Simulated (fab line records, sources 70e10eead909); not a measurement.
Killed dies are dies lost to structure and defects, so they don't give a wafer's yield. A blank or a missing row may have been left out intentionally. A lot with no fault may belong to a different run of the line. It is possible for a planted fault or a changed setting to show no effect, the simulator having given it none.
fab line records	flow nandHarc
record lots=6	wafers=18	lastDay=32
route steps=1302 shown A_CHANNEL_FILL_D2@613 END@1302
lots untouched by any fault: they come from a run of this same line in which no faults occurred
startH: start of the lot's first displayed wafer, in hours after the record's first day	waitH: hours since the lot's step before	" same as the row above	L1.1+2: a single row standing in for several wafers	- no value, or no start given	* or withheld: withheld	< > ~ a bound
route shown NAME@n: NAME is a module with steps in the file, n the number in the route of the first one	usual: mean and standard deviation over wafers with no fault	same: alike in all rows	chamber/n: place in a boat	sites: the reading at each site	_std_site: standard deviation across them	_edge_site: the outer-site mean with the inner-site mean subtracted	radiusMm: how far each site lies from the wafer's centre	mask NAME#n: copy n	behind: the most recent tool/chamber to have shaped the wafer	hold: why the lot was held/for how many hours/how that ended	device: whichever transistor did not switch (one of n, p or np)	end of line: the tests these same wafers got at the end of their route	step lacking rows: just its recipe	killed: count of dies lost to structure and defects at first sort (not the wafer's yield)	map: the dies of a wafer, with x for killed, . for not killed, _ for no die there
set.NAME: the run value of the setting; set.NAME@STEP: its run value at that earlier step	model.NAME: the simulator's own value behind a step, which no gauge read
lots at selected steps of the route; one table per step, one row per wafer
services: when a tool's chamber went out of use (startH, in hours from the record's first day, below 0 if earlier), for how many hours, and the reason
## steps
# step NHARC_A_CHANNEL_FILL_D2_ALD_03
# recipe targetThkA=60	pulseTimeS=60	aldCycles=58	tempC=630	pressureTorr=2	material=SiNx
# usual precursorPulseHeightRel=0.999/0.019
lot.wafer	tool	chamber	startH	waitH	precursorPulseHeightRel
L309.1	aldSinBatch-01	0	-	-	0.998
L309.2	"	0	"	"	0.980
L309.6	"	0	"	"	0.986
L310.2	aldSinBatch-02	0	-	-	1.011
L310.4	"	0	"	"	0.981
L310.6	"	0	"	"	0.993
L311.2	aldSinBatch-01	0	-	-	0.993
L311.3	"	0	"	"	0.985
L311.6	"	0	"	"	0.988
L323.3	aldSinBatch-01	0	-	-	1.012
L323.4	"	0	"	"	0.995
L323.5	"	0	"	"	1.011
L325.3	aldSinBatch-02	0	-	-	0.987
L325.4	"	0	"	"	0.985
L325.5	"	0	"	"	1.022
L327.1	aldSinBatch-02	0	-	-	1.008
L327.2	"	0	"	"	1.010
L327.4	"	0	"	"	1.005
# step NHARC_A_CHANNEL_FILL_D2_ALD_14
# recipe targetThkA=25	pulseTimeS=10	aldCycles=25	tempC=300	material=SiO2
# usual heaterPowerW=469/28	precursorPulseHeightRel=1.000/0.02
lot.wafer	tool	chamber	startH	waitH	heaterPowerW	precursorPulseHeightRel
L309.1	aldHk-02	2	329.58	0.8	508	1.028
L309.2	"	3	"	"	479	0.974
L309.6	"	3	"	"	496	0.978
L310.4	aldHk-03	0	341.75	0.1	487	0.953
L310.2	"	1	"	"	394	0.989
L310.6	"	0	"	"	489	1.010
L311.3	aldHk-03	1	352.06	0.1	394	0.998
L311.2	"	3	"	"	507	0.967
L311.6	"	0	"	"	486	0.986
L323.4	aldHk-01	2	466.34	0.0	410	1.022
L323.3	"	3	"	"	487	1.015
L323.5	"	2	"	"	416	0.984
L325.4	aldHk-02	1	491.65	0.0	456	1.020
L325.3	"	0	"	"	476	1.002
L325.5	"	1	"	"	451	0.974
L327.1	aldHk-01	3	514.57	0.0	491	1.006
L327.2	"	1	"	"	490	0.961
L327.4	"	2	"	"	431	1.007
# step NHARC_A_CHANNEL_FILL_D2_ALD_15
# recipe targetThkA=20	pulseTimeS=60	aldCycles=19	tempC=630	pressureTorr=2	material=SiNx
# usual precursorPulseHeightRel=1.000/0.018
lot.wafer	tool	chamber	startH	waitH	precursorPulseHeightRel
L309.1	aldSinBatch-03	0	-	-	0.958
L309.2	"	0	"	"	1.034
L309.6	"	0	"	"	0.991
L310.2	aldSinBatch-03	0	-	-	1.004
L310.4	"	0	"	"	0.936
L310.6	"	0	"	"	1.004
L311.2	aldSinBatch-01	0	-	-	1.001
L311.3	"	0	"	"	0.984
L311.6	"	0	"	"	1.000
L323.3	aldSinBatch-02	0	-	-	0.998
L323.4	"	0	"	"	1.022
L323.5	"	0	"	"	0.992
L325.3	aldSinBatch-02	0	-	-	1.006
L325.4	"	0	"	"	0.987
L325.5	"	0	"	"	1.000
L327.1	aldSinBatch-03	0	-	-	1.002
L327.2	"	0	"	"	1.024
L327.4	"	0	"	"	0.971
# step NHARC_A_CHANNEL_FILL_D2_ALD_16
# recipe targetThkA=15	pulseTimeS=10	aldCycles=15	tempC=300	material=SiO2
# usual heaterPowerW=464/35	precursorPulseHeightRel=1.002/0.017
lot.wafer	tool	chamber	startH	waitH	heaterPowerW	precursorPulseHeightRel
L309.1	aldHk-02	0	334.53	0.0	482	1.045
L309.2	"	3	"	"	491	0.981
L309.6	"	0	"	"	489	0.974
L310.4	aldHk-01	0	346.93	0.1	452	0.985
L310.2	"	1	"	"	490	0.972
L310.6	"	3	"	"	491	0.998
L311.3	aldHk-03	1	357.68	0.5	390	1.007
L311.2	"	3	"	"	512	1.004
L311.6	"	2	"	"	412	0.997
L323.3	aldHk-01	1	471.54	0.1	500	1.031
L323.4	"	2	"	"	401	1.022
L323.5	"	2	"	"	414	0.982
L325.4	aldHk-01	2	497.75	1.0	418	0.973
L325.3	"	0	"	"	445	1.004
L325.5	"	1	"	"	500	1.025
L327.4	aldHk-01	3	519.77	0.0	504	0.996
L327.2	"	1	"	"	491	0.978
L327.1	"	2	"	"	419	1.020
# step NHARC_A_CHANNEL_FILL_D2_ANNEAL_17
# recipe tempC=850	timeS=1800
# step NHARC_A_CHANNEL_FILL_D2_CVD_18
# recipe targetThkA=30	tempC=550	material=poly-Si
# step NHARC_A_CHANNEL_FILL_D2_ETCHBACK_19
# recipe targetDepthA=50	timeS=1.7	hbrFlowSccm=150	cl2FlowSccm=50	rfW=400	icpW=400	biasW=100	chemistry=HBr/Cl2
# usual drypumpMotorCurrentA=5.9/0.33	oesProductAu=1.000/0.013	throttleValvePct=26.405/0.0097
# same timeS=1.7
lot.wafer	tool	chamber	startH	waitH	drypumpMotorCurrentA	oesProductAu	rfHoursCounterH	throttleValvePct
L309.1	rieSi-03	2	346.37	0.4	6.4	0.995	0.7	26.400
L309.2	"	1	"	"	5.7	1.009	0.6	26.401
L309.6	"	2	"	"	6.4	0.991	-	26.399
L310.2	rieSi-03	1	358.89	0.4	5.6	1.010	0.7	26.404
L310.4	"	2	"	"	6.4	0.996	0.8	26.409
L310.6	"	0	"	"	5.5	1.013	-	26.401
L311.3	rieSi-05	1	369.61	0.4	5.6	0.984	0.4	26.411
L311.2	"	3	"	"	6.3	0.973	0.4	26.401
L311.6	"	0	"	"	5.7	1.012	-	26.404
L323.4	rieSi-01	2	483.93	0.4	5.5	1.018	0.6	26.411
L323.3	"	1	"	"	6.3	0.987	0.6	26.406
L323.5	"	2	"	"	5.5	1.018	-	26.400
L325.3	rieSi-05	2	509.06	0.4	6.4	1.019	0.1	26.408
L325.4	"	0	"	"	5.7	1.018	0.1	26.394
L325.5	"	3	"	"	6.3	1.004	-	26.423
L327.1	rieSi-05	0	531.69	0.4	5.7	1.026	0.2	26.418
L327.2	"	2	"	"	6.3	1.014	0.2	26.425
L327.4	"	0	"	"	5.7	1.018	-	26.398
# step NHARC_A_CHANNEL_FILL_D2_ETCHBACK_20
# recipe targetDepthA=270	timeS=13.5	c4f8FlowSccm=withheld	o2FlowSccm=8	arFlowSccm=withheld	rfW=600	biasW=1500	chemistry=C4F8/O2/Ar
# step NHARC_A_CHANNEL_FILL_D2_STRIP_28
# recipe timeS=20	o2FlowSccm=500	arFlowSccm=0	biasW=0	chemistry=O2
# step NHARC_A_CHANNEL_FILL_D2_PRECLEAN_21
# recipe timeS=30	chemistry=dHF
# step NHARC_A_CHANNEL_FILL_D2_SRD_23
# step NHARC_A_CHANNEL_FILL_D2_CVD_05
# recipe targetThkA=50	tempC=550	material=poly-Si
# step NHARC_A_CHANNEL_FILL_D2_ANNEAL_22
# recipe tempC=620	timeS=7200
# usual spikeTcBottomC=644.1/2	spikeTcCentreC=620.4/0.95	spikeTcLowerC=620.3/0.94	spikeTcTopC=639.0/1.9	spikeTcUpperC=620.3/1.3	tubeCenterTempC=620/0.054	tube_center_temp_C_max=621.61/0.26	zonePowerLowerPct=9.0/0.36
# same timeS=7200
lot.wafer	tool	chamber	startH	waitH	spikeTcBottomC	spikeTcCentreC	spikeTcLowerC	spikeTcTopC	spikeTcUpperC	tubeCenterTempC	tube_center_temp_C_max	zonePowerLowerPct
L309.1	furnace-01	0	355.27	3.5	647.7	620.5	620.4	641.8	618.3	620.05	621.48	9.2
L309.2	"	0	"	"	645.7	620.2	619.0	640.1	619.7	619.93	621.50	9.2
L309.6	"	0	"	"	647.0	620.9	620.3	640.1	620.1	620.11	621.73	9.3
L310.2	furnace-01	0	366.78	3.5	632.8	606.7	605.4	626.9	603.2	605.95	608.18	8.9
L310.4	"	0	"	"	633.5	605.1	607.6	627.3	605.6	606	607.92	9.0
L310.6	"	0	"	"	631.7	606.5	605.8	627.5	605.2	606.01	607.86	8.7
L311.2	furnace-01	0	377.55	3.5	632.6	605.7	606.4	626.3	604.5	606.02	607.68	8.8
L311.3	"	0	"	"	634.2	603.9	605.7	627.1	605.3	605.96	607.65	8.8
L311.6	"	0	"	"	633.7	606.7	607.5	624.7	606.7	605.95	607.18	8.9
L323.3	furnace-04	0	491.40	2.9	644.4	620.6	620.9	640.8	621.6	620.04	621.75	8.6
L323.4	"	0	"	"	642.7	620.9	621.0	639.7	619.9	620.01	621.99	8.7
L323.5	"	0	"	"	643.4	621.8	620.1	640.4	621.5	619.96	621.87	8.6
L325.3	furnace-04	0	518.26	4.7	644.3	621.4	618.9	637.4	621.5	620.01	622.08	8.7
L325.4	"	0	"	"	642.5	622.0	619.1	638.3	621.8	620.02	621.45	8.7
L325.5	"	0	"	"	642.4	620.6	620.0	639.3	621.0	619.93	622.25	8.5
L327.1	furnace-05	0	539.73	3.4	643.4	619.3	621.0	636.3	620.5	620.05	621.36	9.4
L327.2	"	0	"	"	642.6	618.6	619.9	635.8	619.2	619.91	621.63	9.2
L327.4	"	0	"	"	642.2	621.3	621.2	634.9	619.9	620.03	622.04	9.6
# step NHARC_A_CHANNEL_FILL_D2_THK_MEAS_06
# recipe thkMeasGauge=ellipsometry
# usual thkNm=5.1/0.94
lot.wafer	tool	chamber	startH	waitH	thkNm
L309.1	filmMetro-01	-	359.27	0.4	6.6
L309.2	"	-	"	"	6.2
L309.6	"	-	"	"	6.4
L310.2	filmMetro-01	-	370.77	0.4	4.6
L310.4	"	-	"	"	5.9
L310.6	"	-	"	"	5.2
L311.2	filmMetro-01	-	381.57	0.4	4.9
L311.3	"	-	"	"	5.4
L311.6	"	-	"	"	4.2
L323.3	filmMetro-01	-	495.38	0.4	6.2
L323.4	"	-	"	"	5.0
L323.5	"	-	"	"	5.5
L325.3	filmMetro-01	-	522.31	0.4	3.4
L325.4	"	-	"	"	6.5
L325.5	"	-	"	"	4.3
L327.1	filmMetro-01	-	543.74	0.4	6.1
L327.2	"	-	"	"	5.0
L327.4	"	-	"	"	6.4
# step NHARC_END_SORT_01
# recipe tempC=25
# usual killedAtArray=54/20	killedAtOther=0.7/0.94	killedAtPeriphery=3.8/2.7	killedDies=59/20	killedOpen=3.5/1.9	killedShort=2.5/1.6
# same grossDies=677
lot.wafer	tool	chamber	startH	waitH	killedAtArray	killedAtOther	killedAtPeriphery	killedDies	killedOpen	killedShort
L309.1	prober-02	0	590.91	2.5	17	0	5	22	3	2
L309.2	prober-02	0	591.71	2.8	20	1	1	22	0	2
L309.6	prober-02	0	594.92	4.0	25	0	1	26	3	1
L311.2	prober-02	0	599.50	2.8	81	0	5	86	3	4
L311.3	prober-02	0	600.30	3.1	63	0	13	76	4	3
L311.6	prober-02	0	602.68	4.0	58	0	2	60	2	1
L325.3	prober-02	0	768.82	3.1	80	2	3	85	7	1
L325.4	prober-02	0	769.61	3.4	68	0	3	71	4	1
L325.5	prober-02	0	770.41	3.7	87	0	2	89	2	7
# killed by level:class
L309.1 A_CHANNEL_HOLE_D2:chamberFilmFlake=4 P_ZERO_WELL:chamberFilmFlake=4 A_STAIRCASE:chamberFilmFlake=3 A_CHANNEL_HOLE_D1:chamberFilmFlake=2 A_CONTACT:chamberFilmFlake=2 P_M1:geometricParticle:open=1 A_CHANNEL_FILL_D2:geometricParticle:open=1 A_CHANNEL_FILL_D2:geometricParticle:short=1
L309.2 A_CHANNEL_HOLE_D2:chamberFilmFlake=8 A_STAIRCASE:chamberFilmFlake=3 A_CHANNEL_HOLE_D1:chamberFilmFlake=2 A_CONTACT:chamberFilmFlake=2 A_M0:chamberFilmFlake=2 P_M0:geometricParticle:short=1 A_CHANNEL_FILL_D1:geometricParticle:short=1 A_CHANNEL_FILL_D1:chamberFilmFlake=1
L309.6 A_CHANNEL_HOLE_D2:chamberFilmFlake=9 A_CHANNEL_HOLE_D1:chamberFilmFlake=6 A_CONTACT:chamberFilmFlake=3 A_SOURCE_PLATE:geometricParticle:short=1 A_CHANNEL_FILL_D2:geometricParticle:open=1 A_BLC:geometricParticle:open=1 A_M0:geometricParticle:open=1 P_ZERO_WELL:chamberFilmFlake=1
L311.2 A_SLIT:chamberFilmFlake=38 A_CHANNEL_HOLE_D1:chamberFilmFlake=31 A_CHANNEL_HOLE_D2:chamberFilmFlake=5 A_CONTACT:chamberFilmFlake=3 P_STI:geometricParticle:open=1 P_STI:geometricParticle:short=1 P_GATE:geometricParticle:short=1 P_GATE:geometricParticle:open=1
L311.3 A_SLIT:chamberFilmFlake=29 A_CHANNEL_HOLE_D1:chamberFilmFlake=17 A_CONTACT:chamberFilmFlake=9 P_M1:chamberFilmFlake=8 A_CHANNEL_HOLE_D2:chamberFilmFlake=3 A_STAIRCASE:chamberFilmFlake=2 P_GATE:geometricParticle:open=1 P_CONTACT:geometricParticle:short=1
L311.6 A_SLIT:chamberFilmFlake=26 A_CHANNEL_HOLE_D1:chamberFilmFlake=16 A_CHANNEL_HOLE_D2:chamberFilmFlake=9 A_CONTACT:chamberFilmFlake=3 A_STAIRCASE:chamberFilmFlake=2 P_CONTACT:geometricParticle:open=1 A_SOURCE_PLATE:geometricParticle:open=1 A_CHANNEL_FILL_D2:geometricParticle:short=1
L325.3 A_SLIT:chamberFilmFlake=37 A_CHANNEL_HOLE_D1:chamberFilmFlake=28 A_CONTACT:chamberFilmFlake=3 A_BLC:geometricParticle:open=2 A_STAIRCASE:chamberFilmFlake=2 A_M0:chamberFilmFlake=2 P_CONTACT:geometricParticle:open=1 P_M2:geometricParticle:open=1
L325.4 A_SLIT:chamberFilmFlake=31 A_CHANNEL_HOLE_D1:chamberFilmFlake=22 A_M0:chamberFilmFlake=3 P_CONTACT:geometricParticle:open=2 A_ONON_D1:geometricParticle:open=2 A_CHANNEL_FILL_D2:chamberFilmFlake=2 A_CONTACT:chamberFilmFlake=2 A_ONON_D2:geometricParticle:short=1
L325.5 A_SLIT:chamberFilmFlake=34 A_CHANNEL_HOLE_D1:chamberFilmFlake=33 A_M0:chamberFilmFlake=4 A_CONTACT:chamberFilmFlake=3 A_STAIRCASE:chamberFilmFlake=2 P_M0:geometricParticle:short=1 A_DECK1_JOINT:geometricParticle:short=1 A_CHANNEL_FILL_D2:geometricParticle:short=1
## services
tool	chamber	startH	hours	kind
rieSi-05	-	305.00	9.0	pm
aldHk-01	-	305.60	10.0	pm
aldHk-01	0	305.60	10.0	ventCycle
aldHk-01	1	305.60	10.0	ventCycle
aldHk-01	2	305.60	10.0	ventCycle
aldHk-01	3	305.60	10.0	ventCycle
aldHk-01	0	315.60	-	clean
aldHk-01	1	315.60	-	clean
rieSi-03	0	344.48	1.3	repair
aldHk-02	-	349.53	10.0	pm
rieSi-01	-	370.00	9.0	pm
rieSi-05	1	375.52	9.1	repair
rieSi-01	1	384.28	12.4	repair
aldHk-03	-	393.75	10.0	pm
rieSi-03	-	398.00	9.0	pm
rieSi-01	2	432.77	1.6	repair
rieSi-05	3	451.93	8.7	repair
rieSi-05	-	482.00	9.0	pm
aldHk-01	-	483.60	10.0	pm
aldHk-03	-	505.79	0.3	repair
aldSinBatch-01	-	506.00	26.0	pm
rieSi-01	-	516.38	0.4	repair
aldHk-02	-	527.53	10.0	pm
rieSi-05	1	530.23	3.5	repair
## key
firstSign step=NHARC_A_CHANNEL_FILL_D2_ANNEAL_22	reading=tubeCenterTempC	direction=down	sigmas=99+	usual=*	struck=*
effect step=NHARC_A_CHANNEL_FILL_D2_ANNEAL_22	reading=tube_center_temp_C_max	direction=down	sigmas=54	usual=*	struck=*
metAt NHARC_A_CHANNEL_FILL_D2_ANNEAL_22
struckWafers L310.2,L310.4,L310.6,L311.2,L311.3,L311.6
testerLeftOut L310,L311
onsetBetween 355.27 366.78
fault kind=processParameterDrift	tool=furnace-01	chamber=-	onsetH=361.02	steps=NHARC_A_CHANNEL_FILL_D2_ANNEAL_22	channel=tempC	offset=*	shape=step	endH=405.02	actsIn=*	stated=*
# testerLeftOut: of these lots the tester's yield and bins aren't shown, on N5 and GAA mostly nor the transistor test; their killed dies are dies lost to structure and defects alone, not to doping, threshold or leakage, so they don't give the yield
